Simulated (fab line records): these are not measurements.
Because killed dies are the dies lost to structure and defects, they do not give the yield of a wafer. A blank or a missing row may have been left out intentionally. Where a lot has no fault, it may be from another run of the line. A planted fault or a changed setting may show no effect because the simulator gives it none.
Chamber matching | flow n5_finfet | cvd_co-02 running N5_BEOL_M5_CO_CAP_78: 3 sister chambers
The step material Co, precursor CCTBA/H2, target thk 2 nm, time 102.1 s. 6 wafers are shown with their chamber, then 11 later ones without.

== WAFERS PAIRED WITH THEIR CHAMBERS ==
wafer  | chamber | heater_power_outer_w (W) | heater_power_w (W)
L088.2 | 2       | 112                      | 231
L088.6 | 1       | 143                      | 258
L091.2 | 1       | 137                      | 254
L091.3 | 0       | 132                      | 239
L091.6 | 2       | 112                      | 235
L094.1 | 0       | 133                      | 236

== WAFERS WHOSE CHAMBER IS MISSING ==
wafer  | heater_power_outer_w (W) | heater_power_w (W)
L094.2 | 112                      | 229
L094.4 | 113                      | 231
L095.2 | 135                      | 242
L095.4 | 114                      | 230
L095.6 | 141                      | 246
L097.4 | 112                      | 226
L097.5 | 140                      | 254
L097.6 | 136                      | 241
L096.2 | 134                      | 238
L096.3 | 114                      | 225
L096.5 | 110                      | 226

== CHAMBER TAKEN BY EACH ==
wafer  | from the rows above     | in truth
L094.2 | 2                       | 2
L094.4 | 2                       | 2
L095.2 | 0                       | 0
L095.4 | 2                       | 2
L095.6 | can't be placed: 1 or 0 | 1
L097.4 | 2                       | 2
L097.5 | 1                       | 1
L097.6 | 0                       | 0
L096.2 | 0                       | 0
L096.3 | 2                       | 2
L096.5 | 2                       | 2
Placed correctly: 10 of 11. Cannot be placed on the basis of these rows: 1; the candidates contain the true chamber in 1. Wrongly placed: 0.
How it was worked out, from the rows above alone: a wafer's distance from a chamber is the root of the sum, over the readings, of the square of ((its reading less the chamber's mean) divided by the reading's scatter). The wafer belongs to the nearest chamber; if the next one is less than 2 further off, it can't be placed. The mean given for a chamber averages the wafers shown for that chamber. The scatter: the root of (the sum of the squares of (reading less its chamber's mean) over the shown wafers, divided by (wafers less chambers)).
